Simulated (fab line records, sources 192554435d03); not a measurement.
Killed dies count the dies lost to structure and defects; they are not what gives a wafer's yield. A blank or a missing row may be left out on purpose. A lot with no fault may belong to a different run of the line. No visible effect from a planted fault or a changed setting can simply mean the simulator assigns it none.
What tool caused it? :: flow n5Finfet :: 24 lots, 72 wafers sampled, at 5 steps of a route of 1938

WHAT THE GAUGES SHOWED, per wafer
N5_MOL_CONTACT_COAG_THK_MEAS_29.
lot: L074
measured: day 5 07:51
on: filmMetro-02
MD_CAP_THK (nm): 17.89 17.86 17.89

lot: L075
measured: day 5 08:34
on: filmMetro-02
MD_CAP_THK (nm): 17.91 17.74 17.91

lot: L076
measured: day 5 15:55
on: filmMetro-02
MD_CAP_THK (nm): 17.69 17.89 17.76

lot: L077
measured: day 5 18:52
on: filmMetro-01
MD_CAP_THK (nm): 18.03 18.00 18.02

lot: L078
measured: day 6 01:26
on: filmMetro-01
MD_CAP_THK (nm): 17.91 18.00 17.95

lot: L079
measured: day 6 04:52
on: filmMetro-01
MD_CAP_THK (nm): 17.85 17.94 17.82

lot: L080
measured: day 6 17:26
on: filmMetro-02
MD_CAP_THK (nm): 17.82 17.80 17.88

lot: L081
measured: day 7 00:11
on: filmMetro-01
MD_CAP_THK (nm): 18.06 17.99 18.12

lot: L082
measured: day 7 05:13
on: filmMetro-01
MD_CAP_THK (nm): 17.94 17.90 17.94

lot: L083
measured: day 7 05:59
on: filmMetro-01
MD_CAP_THK (nm): 18.01 18.03 18.07

lot: L084
measured: day 7 14:17
on: filmMetro-02
MD_CAP_THK (nm): 18.01 17.88 17.91

lot: L085
measured: day 7 23:50
on: filmMetro-02
MD_CAP_THK (nm): 17.94 18.02 17.92

lot: L086
measured: day 8 07:07
on: filmMetro-01
MD_CAP_THK (nm): 17.81 17.84 17.81

lot: L087
measured: day 8 11:13
on: filmMetro-01
MD_CAP_THK (nm): 18.14 18.03 18.02

lot: L088
measured: day 8 17:10
on: filmMetro-02
MD_CAP_THK (nm): 17.94 18.06 18.07

lot: L089
measured: day 8 19:26
on: filmMetro-02
MD_CAP_THK (nm): 18.00 18.05 17.98

lot: L090
measured: day 9 00:25
on: filmMetro-01
MD_CAP_THK (nm): 17.90 17.89 17.74

lot: L091
measured: day 9 11:26
on: filmMetro-02
MD_CAP_THK (nm): 17.91 17.75 17.89

lot: L092
measured: day 9 12:29
on: filmMetro-02
MD_CAP_THK (nm): 17.89 17.99 17.96

lot: L093
measured: day 9 17:10
on: filmMetro-01
MD_CAP_THK (nm): 17.97 18.03 17.86

lot: L094
measured: day 10 05:10
on: filmMetro-01
MD_CAP_THK (nm): 17.94 17.95 18.00

lot: L095
measured: day 10 11:32
on: filmMetro-02
MD_CAP_THK (nm): 17.87 17.79 17.87

lot: L096
measured: day 10 13:24
on: filmMetro-01
MD_CAP_THK (nm): 17.98 17.91 17.95

lot: L097
measured: day 10 18:14
on: filmMetro-01
MD_CAP_THK (nm): 17.94 18.00 17.88

N5_BEOL_M0_SAQP_CD_MEAS_14: the cd target is 42.5 nm.
lot: L074
measured: day 5 16:49
on: cdSem-02
cdNm (nm): 42.6 42.1 42.1

lot: L075
measured: day 5 19:41
on: cdSem-01
cdNm (nm): 42.3 42.5 42.3

lot: L076
measured: day 6 02:49
on: cdSem-02
cdNm (nm): 42.7 43.0 42.6

lot: L077
measured: day 6 04:41
on: cdSem-03
cdNm (nm): 42.1 42.6 42.3

lot: L078
measured: day 6 10:02
on: cdSem-02
cdNm (nm): 42.9 43.2 42.8

lot: L079
measured: day 6 17:23
on: cdSem-03
cdNm (nm): 42.4 42.9 42.4

lot: L080
measured: day 7 03:29
on: cdSem-03
cdNm (nm): 42.7 42.3 42.3

lot: L081
measured: day 7 08:47
on: cdSem-03
cdNm (nm): 43.2 42.8 42.9

lot: L082
measured: day 7 16:04
on: cdSem-03
cdNm (nm): 42.8 42.7 43.3

lot: L083
measured: day 7 18:26
on: cdSem-03
cdNm (nm): 42.8 42.7 42.4

lot: L084
measured: day 8 01:05
on: cdSem-03
cdNm (nm): 42.5 43.0 42.4

lot: L085
measured: day 8 09:40
on: cdSem-03
cdNm (nm): 42.6 42.3 42.3

lot: L086
measured: day 8 17:08
on: cdSem-01
cdNm (nm): 42.6 42.7 42.3

lot: L087
measured: day 8 20:55
on: cdSem-03
cdNm (nm): 42.9 42.6 42.8

lot: L088
measured: day 9 02:55
on: cdSem-03
cdNm (nm): 42.2 41.7 43.0

lot: L089
measured: day 9 06:29
on: cdSem-03
cdNm (nm): 42.8 42.5 43.0

lot: L090
measured: day 9 11:02
on: cdSem-01
cdNm (nm): 42.8 42.5 43.4

lot: L091
measured: day 9 23:07
on: cdSem-03
cdNm (nm): 42.7 42.8 42.2

lot: L092
measured: day 10 02:37
on: cdSem-02
cdNm (nm): 43.1 42.8 43.0

lot: L093
measured: day 10 03:37
on: cdSem-01
cdNm (nm): 42.5 42.8 42.4

lot: L094
measured: day 10 15:53
on: cdSem-02
cdNm (nm): 43.4 42.8 43.3

lot: L095
measured: day 10 21:10
on: cdSem-01
cdNm (nm): 42.5 43.0 42.5

lot: L096
measured: day 10 23:40
on: cdSem-03
cdNm (nm): 43.0 42.3 43.2

lot: L097
measured: day 11 04:10
on: cdSem-01
cdNm (nm): 42.8 42.8 42.3

EACH LOT AND THE TOOL THAT RAN IT (in order: tool; ch and the chambers of the sampled wafers; start)
lot: L074
N5_MOL_CONTACT_COAG_ALD_131: aldSin-02 ch 0,1,2, day 5 09:00
N5_MOL_CONTACT_COAG_ETCH_66: rieDiel-02 ch 2,3, day 5 10:10
N5_BEOL_M0_SAQP_HM_DEP_111: pecvd-04 ch 1,2, day 5 16:21

lot: L075
N5_MOL_CONTACT_COAG_ALD_131: aldSin-02 ch 1,2, day 5 09:44
N5_MOL_CONTACT_COAG_ETCH_66: rieDiel-02 ch 1,3, day 5 10:55
N5_BEOL_M0_SAQP_HM_DEP_111: pecvd-04 ch 0,1,2, day 5 19:14

lot: L076
N5_MOL_CONTACT_COAG_ALD_131: aldSin-02 ch 0,1, day 5 17:44
N5_MOL_CONTACT_COAG_ETCH_66: rieDiel-05 ch 1,3, day 5 19:43
N5_BEOL_M0_SAQP_HM_DEP_111: pecvd-01 ch 1,2, day 6 02:21

lot: L077
N5_MOL_CONTACT_COAG_ALD_131: aldSin-01 ch 0,1, day 5 20:42
N5_MOL_CONTACT_COAG_ETCH_66: rieDiel-02 ch 1,3, day 5 22:37
N5_BEOL_M0_SAQP_HM_DEP_111: pecvd-04 ch 1,2, day 6 04:22

lot: L078
N5_MOL_CONTACT_COAG_ALD_131: aldSin-01 ch 0,2, day 6 02:40
N5_MOL_CONTACT_COAG_ETCH_66: rieDiel-02 ch 0,1, day 6 03:50
N5_BEOL_M0_SAQP_HM_DEP_111: pecvd-02 ch 0,1, day 6 09:36

lot: L079
N5_MOL_CONTACT_COAG_ALD_131: aldSin-03 ch 1,2,3, day 6 06:34
N5_MOL_CONTACT_COAG_ETCH_66: rieDiel-05 ch 0,1,2, day 6 07:52
N5_BEOL_M0_SAQP_HM_DEP_111: pecvd-04 ch 0,1, day 6 16:56

lot: L080
N5_MOL_CONTACT_COAG_ALD_131: aldSin-03 ch 0,1,3, day 6 18:49
N5_MOL_CONTACT_COAG_ETCH_66: rieDiel-04 ch 1,3, day 6 20:07
N5_BEOL_M0_SAQP_HM_DEP_111: pecvd-02 ch 0,1, day 7 03:03

lot: L081
N5_MOL_CONTACT_COAG_ALD_131: aldSin-02 ch 0,3, day 7 01:33
N5_MOL_CONTACT_COAG_ETCH_66: rieDiel-02 ch 0,1,3, day 7 02:50
N5_BEOL_M0_SAQP_HM_DEP_111: pecvd-01 ch 0,1,2, day 7 08:28

lot: L082
N5_MOL_CONTACT_COAG_ALD_131: aldSin-02 ch 1,2,3, day 7 06:33
N5_MOL_CONTACT_COAG_ETCH_66: rieDiel-04 ch 2,3, day 7 08:05
N5_BEOL_M0_SAQP_HM_DEP_111: pecvd-02 ch 0,2, day 7 15:37

lot: L083
N5_MOL_CONTACT_COAG_ALD_131: aldSin-01 ch 0,1,2, day 7 07:16
N5_MOL_CONTACT_COAG_ETCH_66: rieDiel-04 ch 0,2,3, day 7 08:41
N5_BEOL_M0_SAQP_HM_DEP_111: pecvd-02 ch 0,1,2, day 7 17:59

lot: L084
N5_MOL_CONTACT_COAG_ALD_131: aldSin-01 ch 1,2, day 7 15:37
N5_MOL_CONTACT_COAG_ETCH_66: rieDiel-04 ch 2,3, day 7 16:55
N5_BEOL_M0_SAQP_HM_DEP_111: pecvd-02 ch 0,2, day 8 00:38

lot: L085
N5_MOL_CONTACT_COAG_ALD_131: aldSin-02 ch 0,1,2, day 8 01:14
N5_MOL_CONTACT_COAG_ETCH_66: rieDiel-04 ch 0,2,3, day 8 02:23
N5_BEOL_M0_SAQP_HM_DEP_111: pecvd-01 ch 0,1,2, day 8 09:15

lot: L086
N5_MOL_CONTACT_COAG_ALD_131: aldSin-01 ch 0,1,2, day 8 08:34
N5_MOL_CONTACT_COAG_ETCH_66: rieDiel-05 ch 0,3, day 8 10:03
N5_BEOL_M0_SAQP_HM_DEP_111: pecvd-02 ch 0,2, day 8 16:41

lot: L087
N5_MOL_CONTACT_COAG_ALD_131: aldSin-01 ch 0,2,3, day 8 12:22
N5_MOL_CONTACT_COAG_ETCH_66: rieDiel-04 ch 0,1,2, day 8 13:32
N5_BEOL_M0_SAQP_HM_DEP_111: pecvd-04 ch 0,1,2, day 8 20:29

lot: L088
N5_MOL_CONTACT_COAG_ALD_131: aldSin-03 ch 1,2,3, day 8 18:47
N5_MOL_CONTACT_COAG_ETCH_66: rieDiel-04 ch 0,2,3, day 8 20:09
N5_BEOL_M0_SAQP_HM_DEP_111: pecvd-02 ch 0,1,2, day 9 02:35

lot: L089
N5_MOL_CONTACT_COAG_ALD_131: aldSin-01 ch 1,2, day 8 22:17
N5_MOL_CONTACT_COAG_ETCH_66: rieDiel-05 ch 0,2,3, day 8 23:42
N5_BEOL_M0_SAQP_HM_DEP_111: pecvd-01 ch 0,1, day 9 06:10

lot: L090
N5_MOL_CONTACT_COAG_ALD_131: aldSin-02 ch 0,2,3, day 9 01:41
N5_MOL_CONTACT_COAG_ETCH_66: rieDiel-04 ch 0,1, day 9 03:04
N5_BEOL_M0_SAQP_HM_DEP_111: pecvd-04 ch 0,1,2, day 9 10:35

lot: L091
N5_MOL_CONTACT_COAG_ALD_131: aldSin-03 ch 0,1,3, day 9 13:01
N5_MOL_CONTACT_COAG_ETCH_66: rieDiel-05 ch 0,2,3, day 9 15:06
N5_BEOL_M0_SAQP_HM_DEP_111: pecvd-02 ch 0,1,2, day 9 22:48

lot: L092
N5_MOL_CONTACT_COAG_ALD_131: aldSin-03 ch 1,2, day 9 14:31
N5_MOL_CONTACT_COAG_ETCH_66: rieDiel-04 ch 0,3, day 9 15:46
N5_BEOL_M0_SAQP_HM_DEP_111: pecvd-02 ch 1,2, day 10 02:10

lot: L093
N5_MOL_CONTACT_COAG_ALD_131: aldSin-02 ch 0,1,3, day 9 18:18
N5_MOL_CONTACT_COAG_ETCH_66: rieDiel-04 ch 1,3, day 9 19:28
N5_BEOL_M0_SAQP_HM_DEP_111: pecvd-01 ch 0,1, day 10 03:17

lot: L094
N5_MOL_CONTACT_COAG_ALD_131: aldSin-03 ch 1,3, day 10 07:04
N5_MOL_CONTACT_COAG_ETCH_66: rieDiel-04 ch 0,3, day 10 08:19
N5_BEOL_M0_SAQP_HM_DEP_111: pecvd-02 ch 0,2, day 10 15:26

lot: L095
N5_MOL_CONTACT_COAG_ALD_131: aldSin-01 ch 0,2,3, day 10 13:02
N5_MOL_CONTACT_COAG_ETCH_66: rieDiel-04 ch 0,1,2, day 10 14:14
N5_BEOL_M0_SAQP_HM_DEP_111: pecvd-04 ch 0,2, day 10 20:44

lot: L096
N5_MOL_CONTACT_COAG_ALD_131: aldSin-03 ch 0,1,3, day 10 14:32
N5_MOL_CONTACT_COAG_ETCH_66: rieDiel-02 ch 0,1,3, day 10 15:53
N5_BEOL_M0_SAQP_HM_DEP_111: pecvd-02 ch 1,2, day 10 23:14

lot: L097
N5_MOL_CONTACT_COAG_ALD_131: aldSin-01 ch 0,1, day 10 19:40
N5_MOL_CONTACT_COAG_ETCH_66: rieDiel-04 ch 2,3, day 10 21:04
N5_BEOL_M0_SAQP_HM_DEP_111: pecvd-02 ch 0,1, day 11 03:43
- N5_MOL_CONTACT_COAG_ALD_131: deposits SiO2, target thk 5 nm, pulse time 1 s, co reactant pulse time 1 s.
- N5_MOL_CONTACT_COAG_ETCH_66: etches SiARC in CF4, target depth 13 nm, time 21.7 s.
- N5_BEOL_M0_SAQP_HM_DEP_111: deposits SiO2 from SiH4/N2O, target thk 12 nm, time 7.2 s.

WHAT THE TOOLS THEMSELVES READ (means of the sampled wafers that have a number; where no wafer has one, the mark that the record gives instead)
N5_MOL_CONTACT_COAG_ALD_131.
lot: L074
tool: aldSin-02
heaterPowerW (W): 83
precursorPulseHeightRel: 0.994

lot: L075
tool: aldSin-02
heaterPowerW (W): 86
precursorPulseHeightRel: 1.004

lot: L076
tool: aldSin-02
heaterPowerW (W): 86
precursorPulseHeightRel: 1.005

lot: L077
tool: aldSin-01
heaterPowerW (W): 82
precursorPulseHeightRel: 1.008

lot: L078
tool: aldSin-01
heaterPowerW (W): 78
precursorPulseHeightRel: 0.993

lot: L079
tool: aldSin-03
heaterPowerW (W): 79
precursorPulseHeightRel: 1.020

lot: L080
tool: aldSin-03
heaterPowerW (W): 77
precursorPulseHeightRel: 1.033

lot: L081
tool: aldSin-02
heaterPowerW (W): 82
precursorPulseHeightRel: 1.006

lot: L082
tool: aldSin-02
heaterPowerW (W): 84
precursorPulseHeightRel: 1.004

lot: L083
tool: aldSin-01
heaterPowerW (W): 80
precursorPulseHeightRel: 1.022

lot: L084
tool: aldSin-01
heaterPowerW (W): 80
precursorPulseHeightRel: 1.016

lot: L085
tool: aldSin-02
heaterPowerW (W): 86
precursorPulseHeightRel: 1.007

lot: L086
tool: aldSin-01
heaterPowerW (W): 79
precursorPulseHeightRel: 1.004

lot: L087
tool: aldSin-01
heaterPowerW (W): 83
precursorPulseHeightRel: 1.022

lot: L088
tool: aldSin-03
heaterPowerW (W): 80
precursorPulseHeightRel: 0.998

lot: L089
tool: aldSin-01
heaterPowerW (W): 80
precursorPulseHeightRel: 1.007

lot: L090
tool: aldSin-02
heaterPowerW (W): 79
precursorPulseHeightRel: 0.993

lot: L091
tool: aldSin-03
heaterPowerW (W): 78
precursorPulseHeightRel: 1.006

lot: L092
tool: aldSin-03
heaterPowerW (W): 79
precursorPulseHeightRel: 1.002

lot: L093
tool: aldSin-02
heaterPowerW (W): 81
precursorPulseHeightRel: 0.996

lot: L094
tool: aldSin-03
heaterPowerW (W): 83
precursorPulseHeightRel: 0.996

lot: L095
tool: aldSin-01
heaterPowerW (W): 82
precursorPulseHeightRel: 1.005

lot: L096
tool: aldSin-03
heaterPowerW (W): 79
precursorPulseHeightRel: 0.980

lot: L097
tool: aldSin-01
heaterPowerW (W): 83
precursorPulseHeightRel: 0.998

N5_MOL_CONTACT_COAG_ETCH_66.
lot: L074
tool: rieDiel-02
drypumpMotorCurrentA (A): 5.4
etchRfOnTimeS (s): 20.9
oesProductAu (a.u.): 0.66
rfVppV (V): 184.2
showerheadPlenumPTorr (Torr): 2.18
throttleValvePct (%): 15.59

lot: L075
tool: rieDiel-02
drypumpMotorCurrentA (A): 5.5
etchRfOnTimeS (s): 21.9
oesProductAu (a.u.): 0.62
rfVppV (V): 185.0
showerheadPlenumPTorr (Torr): 2.18
throttleValvePct (%): 15.71

lot: L076
tool: rieDiel-05
drypumpMotorCurrentA (A): 6.2
etchRfOnTimeS (s): 22.4
oesProductAu (a.u.): 0.63
rfVppV (V): 184.4
showerheadPlenumPTorr (Torr): 2.11
throttleValvePct (%): 15.74

lot: L077
tool: rieDiel-02
drypumpMotorCurrentA (A): 5.5
etchRfOnTimeS (s): 22.1
oesProductAu (a.u.): 0.62
rfVppV (V): 184.8
showerheadPlenumPTorr (Torr): 2.18
throttleValvePct (%): 15.73

lot: L078
tool: rieDiel-02
drypumpMotorCurrentA (A): 5.8
etchRfOnTimeS (s): 22.6
oesProductAu (a.u.): 0.60
rfVppV (V): 183.7
showerheadPlenumPTorr (Torr): 2.09
throttleValvePct (%): 15.64

lot: L079
tool: rieDiel-05
drypumpMotorCurrentA (A): 5.9
etchRfOnTimeS (s): 22.8
oesProductAu (a.u.): 0.60
rfVppV (V): 183.3
showerheadPlenumPTorr (Torr): 2.13
throttleValvePct (%): 15.74

lot: L080
tool: rieDiel-04
drypumpMotorCurrentA (A): 5.6
etchRfOnTimeS (s): 22.4
oesProductAu (a.u.): 0.60
rfVppV (V): 185.0
showerheadPlenumPTorr (Torr): 2.21
throttleValvePct (%): 16.02

lot: L081
tool: rieDiel-02
drypumpMotorCurrentA (A): 5.5
etchRfOnTimeS (s): 22.3
oesProductAu (a.u.): 0.61
rfVppV (V): 183.2
showerheadPlenumPTorr (Torr): 2.12
throttleValvePct (%): 15.69

lot: L082
tool: rieDiel-04
drypumpMotorCurrentA (A): 5.9
etchRfOnTimeS (s): 21.7
oesProductAu (a.u.): 0.61
rfVppV (V): 183.7
showerheadPlenumPTorr (Torr): 2.15
throttleValvePct (%): 15.83

lot: L083
tool: rieDiel-04
drypumpMotorCurrentA (A): 5.8
etchRfOnTimeS (s): 21.9
oesProductAu (a.u.): 0.64
rfVppV (V): 183.5
showerheadPlenumPTorr (Torr): 2.11
throttleValvePct (%): 15.58

lot: L084
tool: rieDiel-04
drypumpMotorCurrentA (A): 6.0
etchRfOnTimeS (s): 21.9
oesProductAu (a.u.): 0.62
rfVppV (V): 184.4
showerheadPlenumPTorr (Torr): 2.10
throttleValvePct (%): 15.65

lot: L085
tool: rieDiel-04
drypumpMotorCurrentA (A): 5.8
etchRfOnTimeS (s): 21.9
oesProductAu (a.u.): 0.63
rfVppV (V): 183.1
showerheadPlenumPTorr (Torr): 2.11
throttleValvePct (%): 15.60

lot: L086
tool: rieDiel-05
drypumpMotorCurrentA (A): 5.8
etchRfOnTimeS (s): 22.3
oesProductAu (a.u.): 0.61
rfVppV (V): 184.2
showerheadPlenumPTorr (Torr): 2.13
throttleValvePct (%): 15.91

lot: L087
tool: rieDiel-04
drypumpMotorCurrentA (A): 5.7
etchRfOnTimeS (s): 22.2
oesProductAu (a.u.): 0.64
rfVppV (V): 184.0
showerheadPlenumPTorr (Torr): 2.12
throttleValvePct (%): 15.61

lot: L088
tool: rieDiel-04
drypumpMotorCurrentA (A): 5.8
etchRfOnTimeS (s): 22.0
oesProductAu (a.u.): 0.63
rfVppV (V): 183.3
showerheadPlenumPTorr (Torr): 2.11
throttleValvePct (%): 15.60

lot: L089
tool: rieDiel-05
drypumpMotorCurrentA (A): 5.7
etchRfOnTimeS (s): 22.1
oesProductAu (a.u.): 0.62
rfVppV (V): 183.5
showerheadPlenumPTorr (Torr): 2.15
throttleValvePct (%): 15.75

lot: L090
tool: rieDiel-04
drypumpMotorCurrentA (A): 5.5
etchRfOnTimeS (s): 22.4
oesProductAu (a.u.): 0.64
rfVppV (V): 183.4
showerheadPlenumPTorr (Torr): 2.13
throttleValvePct (%): 15.58

lot: L091
tool: rieDiel-05
drypumpMotorCurrentA (A): 5.7
etchRfOnTimeS (s): 22.0
oesProductAu (a.u.): 0.61
rfVppV (V): 183.5
showerheadPlenumPTorr (Torr): 2.15
throttleValvePct (%): 15.78

lot: L092
tool: rieDiel-04
drypumpMotorCurrentA (A): 5.6
etchRfOnTimeS (s): 22.1
oesProductAu (a.u.): 0.64
rfVppV (V): 183.3
showerheadPlenumPTorr (Torr): 2.12
throttleValvePct (%): 15.58

lot: L093
tool: rieDiel-04
drypumpMotorCurrentA (A): 5.6
etchRfOnTimeS (s): 22.3
oesProductAu (a.u.): 0.58
rfVppV (V): 185.6
showerheadPlenumPTorr (Torr): 2.21
throttleValvePct (%): 16.06

lot: L094
tool: rieDiel-04
drypumpMotorCurrentA (A): 5.7
etchRfOnTimeS (s): 22.2
oesProductAu (a.u.): 0.61
rfVppV (V): 185.2
showerheadPlenumPTorr (Torr): 2.16
throttleValvePct (%): 15.82

lot: L095
tool: rieDiel-04
drypumpMotorCurrentA (A): 5.6
etchRfOnTimeS (s): 22.4
oesProductAu (a.u.): 0.62
rfVppV (V): 182.5
showerheadPlenumPTorr (Torr): 2.11
throttleValvePct (%): 15.66

lot: L096
tool: rieDiel-02
drypumpMotorCurrentA (A): 5.5
etchRfOnTimeS (s): 21.7
oesProductAu (a.u.): 0.68
rfVppV (V): 184.8
showerheadPlenumPTorr (Torr): 2.19
throttleValvePct (%): 15.57

lot: L097
tool: rieDiel-04
drypumpMotorCurrentA (A): 5.9
etchRfOnTimeS (s): 21.9
oesProductAu (a.u.): 0.60
rfVppV (V): 183.6
showerheadPlenumPTorr (Torr): 2.09
throttleValvePct (%): 15.71

N5_BEOL_M0_SAQP_HM_DEP_111.
lot: L074
tool: pecvd-04
heaterPowerW (W): 692
showerheadPlenumPTorr (Torr): 8.19

lot: L075
tool: pecvd-04
heaterPowerW (W): 677
showerheadPlenumPTorr (Torr): 8.18

lot: L076
tool: pecvd-01
heaterPowerW (W): 808
showerheadPlenumPTorr (Torr): 8.26

lot: L077
tool: pecvd-04
heaterPowerW (W): 663
showerheadPlenumPTorr (Torr): 8.29

lot: L078
tool: pecvd-02
heaterPowerW (W): 740
showerheadPlenumPTorr (Torr): 8.07

lot: L079
tool: pecvd-04
heaterPowerW (W): 701
showerheadPlenumPTorr (Torr): 8.26

lot: L080
tool: pecvd-02
heaterPowerW (W): 788
showerheadPlenumPTorr (Torr): 7.99

lot: L081
tool: pecvd-01
heaterPowerW (W): 827
showerheadPlenumPTorr (Torr): 8.29

lot: L082
tool: pecvd-02
heaterPowerW (W): 760
showerheadPlenumPTorr (Torr): 7.94

lot: L083
tool: pecvd-02
heaterPowerW (W): 772
showerheadPlenumPTorr (Torr): 8.04

lot: L084
tool: pecvd-02
heaterPowerW (W): 718
showerheadPlenumPTorr (Torr): 7.99

lot: L085
tool: pecvd-01
heaterPowerW (W): 813
showerheadPlenumPTorr (Torr): 8.28

lot: L086
tool: pecvd-02
heaterPowerW (W): 789
showerheadPlenumPTorr (Torr): 8.00

lot: L087
tool: pecvd-04
heaterPowerW (W): 700
showerheadPlenumPTorr (Torr): 8.18

lot: L088
tool: pecvd-02
heaterPowerW (W): 746
showerheadPlenumPTorr (Torr): 8.03

lot: L089
tool: pecvd-01
heaterPowerW (W): 753
showerheadPlenumPTorr (Torr): 8.23

lot: L090
tool: pecvd-04
heaterPowerW (W): 682
showerheadPlenumPTorr (Torr): 8.19

lot: L091
tool: pecvd-02
heaterPowerW (W): 733
showerheadPlenumPTorr (Torr): 8.04

lot: L092
tool: pecvd-02
heaterPowerW (W): 758
showerheadPlenumPTorr (Torr): 8.09

lot: L093
tool: pecvd-01
heaterPowerW (W): 864
showerheadPlenumPTorr (Torr): 8.26

lot: L094
tool: pecvd-02
heaterPowerW (W): 729
showerheadPlenumPTorr (Torr): 8.00

lot: L095
tool: pecvd-04
heaterPowerW (W): 678
showerheadPlenumPTorr (Torr): 8.08

lot: L096
tool: pecvd-02
heaterPowerW (W): 702
showerheadPlenumPTorr (Torr): 8.11

lot: L097
tool: pecvd-02
heaterPowerW (W): 756
showerheadPlenumPTorr (Torr): 8.06

THE ANSWER, worked out from the rows above alone
Rule: usual is defined by the lots themselves. The widest of any qualifying gaps counts: lots, ordered by their means at a reading, are off when they make up no more than a third of the lots, leave a main group of 4 or more, and stand apart from it by 3 or more times the standard deviation of that group's means. Not used: any main group whose means are identical at the precision the tables above print for the reading. Also off: a lot with no number at a reading for which 4 or more lots have one. Any other lot the step has rows for is counted as sound. First the gauges in route order, then the tools' own readings, where a lot's mean is used as printed above. The first step at which some lot is off is used, and at that step the reading that is off furthest; a lot without a number counts as furthest.
No lot is off at any reading shown: from this, nothing can be told.

WHAT HAD BEEN PUT IN BY THE SIMULATOR
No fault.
